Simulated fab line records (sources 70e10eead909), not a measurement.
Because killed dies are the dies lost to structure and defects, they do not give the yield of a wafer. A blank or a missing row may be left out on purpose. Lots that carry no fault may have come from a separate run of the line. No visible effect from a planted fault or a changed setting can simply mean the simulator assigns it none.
fab line records | flow nandHarc
record lots=7 wafers=21 lastDay=33
route steps=1302 shown A_WL_FILL@965 END@1302
lots untouched by any fault: they come from a run of this same line in which no faults occurred
startH: hours from the record's opening day to when the first of the lot's shown wafers began | waitH: time in hours since the lot's previous step | " unchanged from the row above | L1.1+2: a single row standing in for several wafers | - value missing, or start not given | * or withheld: withheld | < > ~ a bound
route shown NAME@n: names a module that has steps shown in the file, with the first one's number in the route | usual: mean and standard deviation over wafers with no fault | same: alike in all rows | chamber/n: place in a boat | sites: each site's reading | _std_site: the values' standard deviation | _edge_site: inner sites' mean taken away from outer sites' mean | radiusMm: for every site, how far away it sits from the centre of the wafer | mask NAME#n: copy n | behind: tool/chamber where the wafer was last shaped | hold: reason for holding the lot/hours on hold/outcome of the hold | device: the transistor (n, p or np) that didn't switch | end of line: tests of these same wafers at the route's end | for a step that has no rows: nothing shown but its recipe | killed: dies that structure and defects cost at the first sort, which is not the same as the wafer's yield | map: a wafer's dies, x killed, . not, _ none there
set.NAME: setting as actually run; set.NAME@STEP: the setting as run at that earlier step | model.NAME: the simulator's own value behind a step, which no gauge read
certain route steps with their lots: each step a table, each wafer a row
services: when a tool's chamber went out of use (startH, in hours from the record's first day, below 0 if earlier), for how many hours, and the reason
## steps
# step NHARC_A_WL_FILL_ALD_10
# recipe targetThkA=500 pulseTimeS=10 aldCycles=500 tempC=300 material=SiO2
# usual heaterPowerOuterW=258/32 heaterPowerW=469/41 precursorPulseHeightRel=1.001/0.02
# columns lot.wafer tool chamber startH waitH heaterPowerOuterW heaterPowerW precursorPulseHeightRel
L136.4 aldHk-02 0 500.62 0.6 312 512 0.962
L136.1 " 2 501.66 1.6 236 453 0.989
L136.6 " 3 " " 252 471 1.027
L146.4 aldHk-02 3 609.04 1.1 259 453 0.976
L146.2 " 0 " " 314 508 1.014
L146.5 " 2 610.60 2.7 225 430 1.000
L148.3 aldHk-01 0 617.68 0.1 236 427 0.952
L148.1 " 2 618.71 1.1 333 583 0.989
L148.4 " 3 " " 248 407 0.974
L147.1 aldHk-04 0 622.26 0.6 252 487 0.969
L147.4 " 2 623.29 1.6 284 466 0.970
L147.6 " 3 " " 215 496 0.960
L154.3 aldHk-02 3 670.77 0.0 254 470 1.005
L154.1 " 0 " " 306 511 1.002
L154.4 " 2 672.32 1.6 227 429 0.985
L153.3 aldHk-01 0 674.64 0.1 241 405 1.016
L153.2 " 2 675.69 1.1 328 581 1.013
L153.6 " 1 677.26 2.7 240 460 1.030
L152.2 aldHk-04 1 675.67 1.1 250 489 1.029
L152.3 " 2 " " 281 469 0.998
L152.5 " 0 677.21 2.6 244 510 1.004
# step NHARC_A_WL_FILL_ETCHBACK_16
# recipe targetDepthA=1200 timeS=24 c4f8FlowSccm=withheld o2FlowSccm=8 arFlowSccm=withheld rfW=600 biasW=800 chemistry=C4F8/O2/Ar
# step NHARC_A_WL_FILL_STRIP_29
# recipe timeS=20 o2FlowSccm=500 arFlowSccm=0 biasW=0 chemistry=O2
# usual drypumpMotorCurrentA=5.9/0.56 oesProductAu=0.998/0.0094 rfVppV=57.7/0.82 showerheadPlenumPTorr=3.50/0.15 throttleValvePct=17.038/0.0089
# same biasW=0
# columns lot.wafer tool chamber startH waitH drypumpMotorCurrentA oesProductAu rfHoursCounterH rfVppV showerheadPlenumPTorr throttleValvePct
L136.1 rieDiel-07 0 504.87 0.1 5.2 0.996 1.1 58.2 3.35 17.031
L136.4 " 3 " " 5.8 0.991 1.0 60.3 3.36 17.043
L136.6 " 0 " " 5.2 1.011 - 57.8 3.35 17.029
L146.4 rieDiel-08 2 612.76 0.1 4.8 0.989 1.2 58.6 3.71 17.036
L146.2 " 1 " " 6.0 1.000 1.3 57.3 3.63 17.051
L146.5 " 2 " " 4.8 0.987 - 58.1 3.71 17.026
L148.3 rieDiel-08 3 622.40 0.1 6.6 1.004 1.2 58.6 3.43 17.040
L148.4 " 0 " " 6.0 1.004 1.5 56.7 3.34 17.034
L148.1 " 1 " " 6.0 0.995 1.4 58.2 3.63 17.038
L147.4 rieDiel-07 3 626.49 0.1 5.8 0.989 7.6 57.3 3.35 17.044
L147.1 " 0 " " 5.2 0.998 8.2 56.6 3.35 17.026
L147.6 " 3 " " 5.8 0.984 - 57.2 3.35 17.031
L154.3 rieDiel-08 1 675.53 0.1 6.0 0.983 2.4 57.9 3.63 17.033
L154.1 " 3 " " 6.6 0.992 2.3 57.1 3.43 17.035
L154.4 " 3 " " 6.6 0.996 - 56.8 3.43 17.034
L152.3 rieDiel-08 0 679.37 0.1 6.1 1.008 2.4 56.1 3.34 17.036
L152.2 " 1 " " 6.0 0.990 2.4 58.4 3.63 17.046
L152.5 " 1 " " 6.0 0.996 - 58.5 3.63 17.040
L153.2 rieDiel-07 0 679.44 0.1 5.3 0.984 0.9 57.1 3.35 17.034
L153.3 " 2 " " 5.8 0.987 1.0 57.8 3.47 17.042
L153.6 " 0 " " 5.2 0.984 - 58.3 3.35 17.039
# step NHARC_A_WL_FILL_ETCHBACK_17
# recipe targetDepthA=40 timeS=26.7 chemistry=Cl2/BCl3
# usual drypumpMotorCurrentA=5.8/0.47 oesProductAu=1.005/0.0081
# columns lot.wafer tool chamber startH waitH drypumpMotorCurrentA oesProductAu rfHoursCounterH
L136.1 rieMetal-01 1 504.97 - 6.6 1.004 1.8
L136.4 " 0 " " 6.2 1.000 -
L136.6 " 1 " " 6.6 1.008 -
L146.2 rieMetal-02 1 612.86 - 5.1 0.997 2.2
L146.4 " 0 " " 5.9 1.016 -
L146.5 " 0 " " 5.9 1.005 -
L148.1 rieMetal-03 0 622.49 - 5.8 1.015 2.0
L148.4 " 0 " " 5.8 1.009 -
L148.3 " 1 " " 6.1 1.013 -
L147.1 rieMetal-02 1 626.59 - 5.0 0.997 2.5
L147.4 " 1 " " 5.0 0.998 -
L147.6 " 0 " " 5.9 1.002 -
L154.1 rieMetal-02 1 675.64 - 5.0 1.012 0.7
L154.3 " 0 " " 6.0 1.002 -
L154.4 " 1 " " 5.0 1.013 -
L152.2 rieMetal-01 1 679.47 - 6.6 1.015 1.9
L152.3 " 1 " " 6.6 1.017 -
L152.5 " 0 " " 6.2 0.999 -
L153.2 rieMetal-03 0 679.54 - 5.8 1.009 3.0
L153.3 " 0 " " 5.8 0.994 -
L153.6 " 1 " " 6.1 1.015 -
# step NHARC_A_WL_FILL_PRECLEAN_18
# recipe timeS=30 chemistry=dHF
# step NHARC_A_WL_FILL_SRD_21
# step NHARC_A_WL_FILL_CVD_23
# recipe targetThkA=400 tempC=620 pressureMtorr=200 timeS=800 material=poly-Si
# step NHARC_A_WL_FILL_ETCHBACK_26
# recipe targetDepthA=520 timeS=13.3 hbrFlowSccm=150 rfW=350 icpW=350 biasW=60 chemistry=HBr
# usual biasW=60.00/0.19 drypumpMotorCurrentA=5.5/0.52 oesProductAu=0.999/0.0085 throttleValvePct=23.267/0.0089
# columns lot.wafer tool chamber startH waitH biasW drypumpMotorCurrentA oesProductAu rfHoursCounterH throttleValvePct
L136.4 rieSi-04 3 510.17 0.4 60.49 6.5 1.004 1.0 23.262
L136.1 " 1 " " 60.04 6.0 1.016 1.1 23.270
L136.6 " 0 " " 59.76 5.0 1.012 - 23.261
L146.4 rieSi-05 1 618.03 0.4 59.91 5.9 1.008 0.8 23.259
L146.2 " 2 " " 60.01 4.9 1.020 0.9 23.267
L146.5 " 1 " " 59.97 5.9 1.006 - 23.254
L148.4 rieSi-03 2 627.76 0.4 59.97 5.5 1.004 0.3 23.274
L148.1 " 3 " " 59.99 5.3 0.998 0.4 23.259
L148.3 " 1 " " 60.17 5.1 0.989 0.3 23.260
L147.4 rieSi-04 3 631.73 0.4 60.02 6.5 1.012 0.8 23.272
L147.1 " 1 " " 59.80 6.0 1.001 0.7 23.267
L147.6 " 3 " " 60.18 6.5 1.009 - 23.276
L154.3 rieSi-04 2 680.86 0.4 59.66 5.6 0.988 1.1 23.279
L154.4 " 3 " " 60.07 6.5 1.006 1.1 23.272
L154.1 " 0 " " 60.30 5.0 1.004 1.1 23.263
L153.2 rieSi-03 1 684.68 0.4 59.92 5.1 0.984 0.6 23.280
L153.3 " 2 " " 59.95 5.5 1.003 0.6 23.274
L153.6 " 2 " " 59.97 5.5 1.011 - 23.267
L152.2 rieSi-05 0 684.70 0.4 60.01 5.1 0.999 0.1 23.252
L152.3 " 1 " " 60.18 5.9 1.008 0.0 23.273
L152.5 " 3 " " 60.45 5.3 1.007 - 23.262
# step NHARC_A_WL_FILL_PRECLEAN_30
# recipe timeS=10 chemistry=dHF
# step NHARC_A_WL_FILL_SRD_14
# step NHARC_A_WL_FILL_ALD_19
# recipe targetThkA=20 pulseTimeS=3 aldCycles=100 tempC=450 material=TiN
# usual heaterPowerOuterW=708/91 heaterPowerW=1115/99 precursorPulseHeightRel=1.002/0.02
# columns lot.wafer tool chamber startH waitH heaterPowerOuterW heaterPowerW precursorPulseHeightRel
L136.1 aldMetal-03 2 510.46 0.1 666 1092 1.025
L136.4 " 0 " " 697 1106 1.011
L136.6 " 1 " " 789 1136 1.047
L146.2 aldMetal-03 3 618.30 0.1 660 1095 1.024
L146.4 " 0 " " 673 1014 0.984
L146.5 " 0 " " 672 1026 1.006
L148.1 aldMetal-03 1 628.03 0.1 843 1237 0.998
L148.4 " 2 " " 647 1095 1.042
L148.3 " 3 " " 693 1091 0.996
L147.1 aldMetal-02 0 631.99 0.1 738 1249 0.985
L147.4 " 3 " " 743 1129 1.011
L147.6 " 0 " " 733 1191 0.975
L154.1 aldMetal-04 3 681.14 0.1 724 1183 0.999
L154.3 " 0 " " 820 1197 0.995
L154.4 " 1 " " 763 1153 1.021
L152.3 aldMetal-03 2 684.95 0.1 670 1103 1.039
L152.2 " 3 " " 659 1074 0.974
L152.5 " 2 " " 666 1119 0.981
L153.3 aldMetal-02 1 684.98 0.1 566 958 0.991
L153.2 " 0 " " 733 1232 1.025
L153.6 " 2 " " 822 1213 0.974
# step NHARC_A_WL_FILL_CVD_20
# recipe targetThkA=1000 tempC=400 pressureTorr=40 wf6FlowSccm=40 h2FlowSccm=1600 arFlowSccm=1560 timeS=74 material=W
# usual chamberPressureTorr=40.00/0.083 heaterPowerOuterW=442/30 heaterPowerW=744/56 throttleValvePct=7.99/0.24
# columns lot.wafer tool chamber startH waitH chamberPressureTorr heaterPowerOuterW heaterPowerW throttleValvePct
L136.1 cvdW-02 1 510.66 - 39.90 475 803 8.30
L136.4 " 0 " " 40.10 454 802 7.61
L136.6 " 1 " " 39.85 485 788 8.16
L146.2 cvdW-01 1 618.50 - - - - -
L146.4 " 1 " " - - - -
L146.5 " 0 " " - - - -
L148.1 cvdW-01 0 628.25 - - - - -
L148.4 " 1 " " - - - -
L148.3 " 0 " " - - - -
L147.1 cvdW-01 1 632.20 - - - - -
L147.4 " 0 " " - - - -
L147.6 " 0 " " - - - -
L154.1 cvdW-02 0 681.34 - 40.19 473 834 7.94
L154.4 " 1 " " 39.95 485 776 8.19
L154.3 " 0 " " 40.14 464 842 7.62
L152.2 cvdW-01 0 685.15 - 40.03 410 689 7.90
L152.3 " 1 " " 39.98 434 716 8.24
L152.5 " 1 " " 40.01 433 701 8.18
L153.2 cvdW-02 0 685.20 - 39.90 464 811 7.83
L153.3 " 0 " " 39.98 459 797 7.84
L153.6 " 1 " " 39.95 485 782 8.39
# step NHARC_A_WL_FILL_CMP_12
# recipe tOverpolishS=30 targetThkNm=100
# usual motorCurrentA=12.3/1.3 overpolishRunS=29.999/0.0086 slurryFlowMlMin=150.0/0.48 timeToEndpointS=20.3/2.6
# columns lot.wafer tool chamber startH waitH motorCurrentA overpolishRunS slurryFlowMlMin timeToEndpointS
L136.4 cmp-02 2 510.85 0.1 11.7 30.016 150.1 27.0
L136.1 " 3 " " 12.2 29.992 149.5 19.8
L136.6 " 1 " " 12.3 29.993 149.8 19.0
L146.4 cmp-01 0 618.68 0.1 13.3 29.990 150.0 4.4
L146.2 " 3 " " 14.5 29.991 149.9 3.1
L146.5 " 0 " " 13.2 29.994 150.5 6.0
L148.3 cmp-04 3 628.41 0.1 10.4 29.999 149.7 0.1
L148.4 " 0 " " 13.4 30.006 149.6 0.0
L148.1 " 2 " " 12.6 30.004 150.1 0.0
L147.1 cmp-04 2 632.40 0.2 11.8 29.989 149.3 0.0
L147.4 " 0 " " 13.0 29.988 150.0 1.2
L147.6 " 3 " " 10.4 30.008 150.0 0.0
L154.3 cmp-04 3 681.52 0.1 10.8 30.027 150.0 18.5
L154.4 " 0 " " 13.0 29.998 149.8 20.7
L154.1 " 1 " " 10.4 29.993 150.5 21.1
L152.3 cmp-04 3 685.32 0.1 10.4 29.986 149.8 15.7
L152.2 " 2 " " 13.5 29.998 149.3 16.6
L152.5 " 0 " " 13.4 30.010 149.1 18.3
L153.2 cmp-02 1 685.41 0.2 12.1 29.987 149.7 19.1
L153.3 " 2 " " 11.8 30.011 149.6 20.2
L153.6 " 3 " " 11.5 29.993 150.2 19.9
# step NHARC_END_SORT_01
# recipe tempC=25
# usual killedAtArray=59/24 killedAtOther=0.7/1.2 killedAtPeriphery=3.5/2.6 killedDies=63/24 killedOpen=3.2/2.1 killedShort=2.4/1.5
# same grossDies=677
# columns lot.wafer tool chamber startH waitH killedAtArray killedAtOther killedAtPeriphery killedDies killedOpen killedShort
L136.1 prober-02 0 592.25 2.5 95 0 8 103 5 1
L136.4 prober-02 0 594.69 3.5 109 0 4 113 9 3
L136.6 prober-02 0 596.33 4.1 117 0 4 121 2 2
L146.2 prober-02 0 693.81 2.8 671 1 5 677 4 2
L146.4 prober-02 0 695.43 3.5 675 0 2 677 2 2
L146.5 prober-02 0 696.25 3.8 670 2 5 677 1 1
L148.1 prober-01 0 707.84 2.5 670 0 7 677 2 4
L148.3 prober-01 0 709.46 3.1 669 0 8 677 5 3
L148.4 prober-01 0 710.27 3.4 674 0 3 677 1 3
L147.1 prober-02 0 707.85 2.5 673 0 4 677 5 3
L147.4 prober-02 0 710.28 3.4 676 1 0 677 2 1
L147.6 prober-02 0 711.91 4.1 676 0 1 677 3 2
L154.4 prober-01 0 776.80 3.4 14 1 5 20 6 2
L153.2 prober-02 0 775.20 2.8 74 0 4 78 1 0
L153.3 prober-02 0 776.01 3.1 84 0 4 88 8 4
L153.6 prober-02 0 778.42 4.0 67 0 1 68 2 3
L152.2 prober-02 0 783.03 2.8 37 6 8 51 1 4
L152.3 prober-02 0 783.83 3.1 42 2 8 52 4 1
L152.5 prober-02 0 785.42 3.7 38 3 5 46 0 1
# killed by level:class
L136.1 A_SLIT:chamberFilmFlake=28 A_CHANNEL_HOLE_D2:chamberFilmFlake=25 A_CHANNEL_HOLE_D1:chamberFilmFlake=24 A_CONTACT:chamberFilmFlake=11 P_M1:chamberFilmFlake=4 A_STAIRCASE:chamberFilmFlake=3 P_CONTACT:geometricParticle:open=2 P_ZERO_WELL:geometricParticle:open=1
L136.4 A_CHANNEL_HOLE_D2:chamberFilmFlake=34 A_CHANNEL_HOLE_D1:chamberFilmFlake=28 A_SLIT:chamberFilmFlake=21 A_STAIRCASE:chamberFilmFlake=5 A_CONTACT:chamberFilmFlake=5 A_ONON_D1:geometricParticle:open=4 A_BONDPAD:chamberFilmFlake=3 A_M0:geometricParticle:open=2
L136.6 A_CHANNEL_HOLE_D1:chamberFilmFlake=39 A_CHANNEL_HOLE_D2:chamberFilmFlake=36 A_SLIT:chamberFilmFlake=28 A_CONTACT:chamberFilmFlake=7 A_STAIRCASE:chamberFilmFlake=3 P_M1:chamberFilmFlake=2 P_M2:geometricParticle:short=1 A_CHANNEL_FILL_D1:geometricParticle:open=1
L146.2 A_WL_FILL:areaCvd=644 A_CHANNEL_HOLE_D1:chamberFilmFlake=11 A_CONTACT:chamberFilmFlake=8 P_GATE:chamberFilmFlake=3 A_SLIT:chamberFilmFlake=3 A_SGD_CUT:geometricParticle:open=2 P_CONTACT:geometricParticle:open=1 A_CONTACT:geometricParticle:open=1
L146.4 A_WL_FILL:areaCvd=643 A_CHANNEL_HOLE_D1:chamberFilmFlake=12 A_CONTACT:chamberFilmFlake=10 A_SLIT:chamberFilmFlake=3 P_GATE:chamberFilmFlake=2 A_STAIRCASE:chamberFilmFlake=2 A_ONON_D1:geometricParticle:open=1 A_ONON_D1:geometricParticle:short=1
L146.5 A_WL_FILL:areaCvd=643 A_CONTACT:chamberFilmFlake=10 A_CHANNEL_HOLE_D1:chamberFilmFlake=9 A_STAIRCASE:chamberFilmFlake=3 P_GATE:chamberFilmFlake=2 A_SLIT:chamberFilmFlake=2 THIN_TSV:chamberFilmFlake=2 A_ONON_D2:geometricParticle:open=1
L148.1 A_WL_FILL:areaCvd=621 A_CHANNEL_HOLE_D2:chamberFilmFlake=24 A_CONTACT:chamberFilmFlake=9 A_SLIT:chamberFilmFlake=4 A_CHANNEL_HOLE_D1:chamberFilmFlake=3 A_ONON_D1:geometricParticle:short=2 P_STI:chamberFilmFlake=2 P_GATE:chamberFilmFlake=2
L147.1 A_WL_FILL:areaCvd=623 A_CHANNEL_HOLE_D1:chamberFilmFlake=35 A_SLIT:chamberFilmFlake=4 A_ZERO_WELL:chamberFilmFlake=3 A_ONON_D1:geometricParticle:open=2 P_CONTACT:geometricParticle:short=1 P_M0:geometricParticle:open=1 P_M2:geometricParticle:open=1
L148.3 A_WL_FILL:areaCvd=632 A_CHANNEL_HOLE_D2:chamberFilmFlake=18 A_CHANNEL_HOLE_D1:chamberFilmFlake=4 P_GATE:chamberFilmFlake=3 A_ZERO_WELL:chamberFilmFlake=3 A_M0:geometricParticle:open=2 P_ZERO_WELL:chamberFilmFlake=2 A_SLIT:chamberFilmFlake=2
L148.4 A_WL_FILL:areaCvd=621 A_CHANNEL_HOLE_D2:chamberFilmFlake=27 A_CONTACT:chamberFilmFlake=9 A_STAIRCASE:chamberFilmFlake=4 A_CHANNEL_HOLE_D1:chamberFilmFlake=3 A_SLIT:chamberFilmFlake=3 A_CHANNEL_HOLE_D1:geometricParticle:short=1 A_CHANNEL_FILL_D1:geometricParticle:short=1
L147.4 A_WL_FILL:areaCvd=631 A_CHANNEL_HOLE_D1:chamberFilmFlake=30 A_ZERO_WELL:chamberFilmFlake=3 A_STAIRCASE:chamberFilmFlake=3 A_SLIT:chamberFilmFlake=3 A_CONTACT:chamberFilmFlake=2 A_SOURCE_PLATE:geometricParticle:short=1 A_ONON_D2:geometricParticle:open=1
L147.6 A_WL_FILL:areaCvd=631 A_CHANNEL_HOLE_D1:chamberFilmFlake=32 A_SLIT:chamberFilmFlake=4 A_ONON_D1:geometricParticle:short=1 A_CHANNEL_FILL_D2:geometricParticle:short=1 A_SGD_CUT:geometricParticle:open=1 A_CONTACT:geometricParticle:open=1 A_M0:geometricParticle:open=1
L153.2 A_SLIT:chamberFilmFlake=28 A_CHANNEL_HOLE_D2:chamberFilmFlake=21 A_CHANNEL_HOLE_D1:chamberFilmFlake=13 A_STAIRCASE:chamberFilmFlake=5 P_GATE:chamberFilmFlake=4 A_CONTACT:chamberFilmFlake=3 A_M0:geometricParticle:open=1 A_ZERO_WELL:chamberFilmFlake=1
L153.3 A_SLIT:chamberFilmFlake=29 A_CHANNEL_HOLE_D2:chamberFilmFlake=23 A_CHANNEL_HOLE_D1:chamberFilmFlake=10 A_STAIRCASE:chamberFilmFlake=8 A_CONTACT:chamberFilmFlake=4 A_CHANNEL_FILL_D2:geometricParticle:short=2 P_STI:geometricParticle:open=1 P_CONTACT:geometricParticle:open=1
L154.4 P_STI:chamberFilmFlake=2 A_CHANNEL_HOLE_D1:chamberFilmFlake=2 A_STAIRCASE:chamberFilmFlake=2 A_SLIT:chamberFilmFlake=2 P_CONTACT:geometricParticle:open=1 P_M0:geometricParticle:open=1 P_M0:geometricParticle:short=1 A_CHANNEL_FILL_D1:geometricParticle:open=1
L153.6 A_SLIT:chamberFilmFlake=23 A_CHANNEL_HOLE_D2:chamberFilmFlake=20 A_CHANNEL_HOLE_D1:chamberFilmFlake=8 A_STAIRCASE:chamberFilmFlake=6 A_ZERO_WELL:chamberFilmFlake=2 A_WL_FILL:chamberFilmFlake=2 P_M2:geometricParticle:short=1 A_CHANNEL_FILL_D1:geometricParticle:short=1
L152.2 A_CHANNEL_HOLE_D1:chamberFilmFlake=16 A_CONTACT:chamberFilmFlake=8 THIN_TSV:chamberFilmFlake=5 P_ZERO_WELL:chamberFilmFlake=4 A_SLIT:chamberFilmFlake=4 P_M1:chamberFilmFlake=3 A_STAIRCASE:chamberFilmFlake=3 A_CHANNEL_FILL_D2:geometricParticle:short=2
L152.3 A_CHANNEL_HOLE_D1:chamberFilmFlake=15 A_SLIT:chamberFilmFlake=10 A_CONTACT:chamberFilmFlake=8 A_STAIRCASE:chamberFilmFlake=6 A_M1:geometricParticle:open=2 P_ZERO_WELL:chamberFilmFlake=2 P_GATE:chamberFilmFlake=2 P_M0:geometricParticle:open=1
L152.5 A_CHANNEL_HOLE_D1:chamberFilmFlake=12 A_CONTACT:chamberFilmFlake=9 A_SLIT:chamberFilmFlake=7 P_GATE:chamberFilmFlake=3 A_DECK1_JOINT:chamberFilmFlake=3 A_STAIRCASE:chamberFilmFlake=3 THIN_TSV:chamberFilmFlake=3 A_BONDPAD:chamberFilmFlake=2
# map L146.2 (x killed, . not)
____________x____________
_________xxxxxxx_________
_______xxxxxxxxxxx_______
______xxxxxxxxxxxxx______
_____xxxxxxxxxxxxxxx_____
____xxxxxxxxxxxxxxxxx____
____xxxxxxxxxxxxxxxxx____
___xxxxxxxxxxxxxxxxxxx___
___xxxxxxxxxxxxxxxxxxx___
__xxxxxxxxxxxxxxxxxxxxx__
__xxxxxxxxxxxxxxxxxxxxx__
_xxxxxxxxxxxxxxxxxxxxxxx_
_xxxxxxxxxxxxxxxxxxxxxxx_
_xxxxxxxxxxxxxxxxxxxxxxx_
_xxxxxxxxxxxxxxxxxxxxxxx_
_xxxxxxxxxxxxxxxxxxxxxxx_
xxxxxxxxxxxxxxxxxxxxxxxxx
xxxxxxxxxxxxxxxxxxxxxxxxx
xxxxxxxxxxxxxxxxxxxxxxxxx
xxxxxxxxxxxxxxxxxxxxxxxxx
xxxxxxxxxxxxxxxxxxxxxxxxx
_xxxxxxxxxxxxxxxxxxxxxxx_
_xxxxxxxxxxxxxxxxxxxxxxx_
_xxxxxxxxxxxxxxxxxxxxxxx_
_xxxxxxxxxxxxxxxxxxxxxxx_
_xxxxxxxxxxxxxxxxxxxxxxx_
__xxxxxxxxxxxxxxxxxxxxx__
__xxxxxxxxxxxxxxxxxxxxx__
___xxxxxxxxxxxxxxxxxxx___
___xxxxxxxxxxxxxxxxxxx___
____xxxxxxxxxxxxxxxxx____
____xxxxxxxxxxxxxxxxx____
_____xxxxxxxxxxxxxxx_____
______xxxxxxxxxxxxx______
_______xxxxxxxxxxx_______
_________xxxxxxx_________
____________x____________
# map L147.1 (x killed, . not)
____________x____________
_________xxxxxxx_________
_______xxxxxxxxxxx_______
______xxxxxxxxxxxxx______
_____xxxxxxxxxxxxxxx_____
____xxxxxxxxxxxxxxxxx____
____xxxxxxxxxxxxxxxxx____
___xxxxxxxxxxxxxxxxxxx___
___xxxxxxxxxxxxxxxxxxx___
__xxxxxxxxxxxxxxxxxxxxx__
__xxxxxxxxxxxxxxxxxxxxx__
_xxxxxxxxxxxxxxxxxxxxxxx_
_xxxxxxxxxxxxxxxxxxxxxxx_
_xxxxxxxxxxxxxxxxxxxxxxx_
_xxxxxxxxxxxxxxxxxxxxxxx_
_xxxxxxxxxxxxxxxxxxxxxxx_
xxxxxxxxxxxxxxxxxxxxxxxxx
xxxxxxxxxxxxxxxxxxxxxxxxx
xxxxxxxxxxxxxxxxxxxxxxxxx
xxxxxxxxxxxxxxxxxxxxxxxxx
xxxxxxxxxxxxxxxxxxxxxxxxx
_xxxxxxxxxxxxxxxxxxxxxxx_
_xxxxxxxxxxxxxxxxxxxxxxx_
_xxxxxxxxxxxxxxxxxxxxxxx_
_xxxxxxxxxxxxxxxxxxxxxxx_
_xxxxxxxxxxxxxxxxxxxxxxx_
__xxxxxxxxxxxxxxxxxxxxx__
__xxxxxxxxxxxxxxxxxxxxx__
___xxxxxxxxxxxxxxxxxxx___
___xxxxxxxxxxxxxxxxxxx___
____xxxxxxxxxxxxxxxxx____
____xxxxxxxxxxxxxxxxx____
_____xxxxxxxxxxxxxxx_____
______xxxxxxxxxxxxx______
_______xxxxxxxxxxx_______
_________xxxxxxx_________
____________x____________
## services
# columns tool chamber startH hours kind
rieSi-05 2 480.46 2.9 repair
rieSi-05 - 482.00 9.0 pm
cvdW-01 1 518.27 10.0 repair
rieSi-04 - 519.00 9.0 pm
cmp-04 - 525.26 4.0 pm
aldHk-02 - 528.30 10.0 pm
rieDiel-07 2 529.17 8.4 repair
cvdW-02 - 532.66 1.7 repair
rieSi-04 1 535.85 4.1 repair
rieDiel-08 - 544.80 9.0 pm
cvdW-01 - 547.00 13.0 pm
rieDiel-08 3 558.32 8.6 repair
aldMetal-03 - 568.00 10.0 pm
cmp-04 - 571.91 1.6 repair
aldHk-02 - 581.42 4.4 repair
cmp-04 - 598.61 6.1 repair
cvdW-01 0 619.66 7.5 repair
cmp-04 - 623.26 4.0 pm
cvdW-02 - 631.00 13.0 pm
rieMetal-02 - 631.00 9.0 pm
rieMetal-02 - 641.82 0.5 repair
rieDiel-07 - 648.20 9.0 pm
rieDiel-08 0 654.98 3.4 repair
rieDiel-08 2 665.65 10.4 repair
## key
firstSign step=NHARC_A_WL_FILL_CVD_20 reading=toolRecord direction=missing
effect step=NHARC_A_WL_FILL_CMP_12 reading=timeToEndpointS direction=down sigmas=7.3 usual=* struck=*
effect step=NHARC_END_SORT_01 reading=killedAtArray direction=up sigmas=26 usual=59 struck=673
moreKillsBornAt NHARC_A_WL_FILL_CVD_20@cvdW-01=5689
metAt NHARC_A_WL_FILL_CVD_20
struckWafers L146.2,L146.4,L146.5,L147.1,L147.4,L147.6,L148.1,L148.3,L148.4
laterRowsLeftOut L146.2,L146.4,L146.5,L147.1,L147.4,L147.6,L148.1,L148.3,L148.4
testerLeftOut L146,L147,L148
fault kind=skippedStepWhole tool=cvdW-01 chamber=- onsetH=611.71 steps=NHARC_A_WL_FILL_CVD_20 scope=struckLotsOnly
# testerLeftOut: of these lots the tester's yield and bins aren't shown, on N5 and GAA mostly nor the transistor test; their killed dies are dies lost to structure and defects alone, not to doping, threshold or leakage, so they don't give the yield
# laterRowsLeftOut: the simulator's readings of these wafers behind a module that went badly wrong aren't trusted and aren't shown, but for the sort
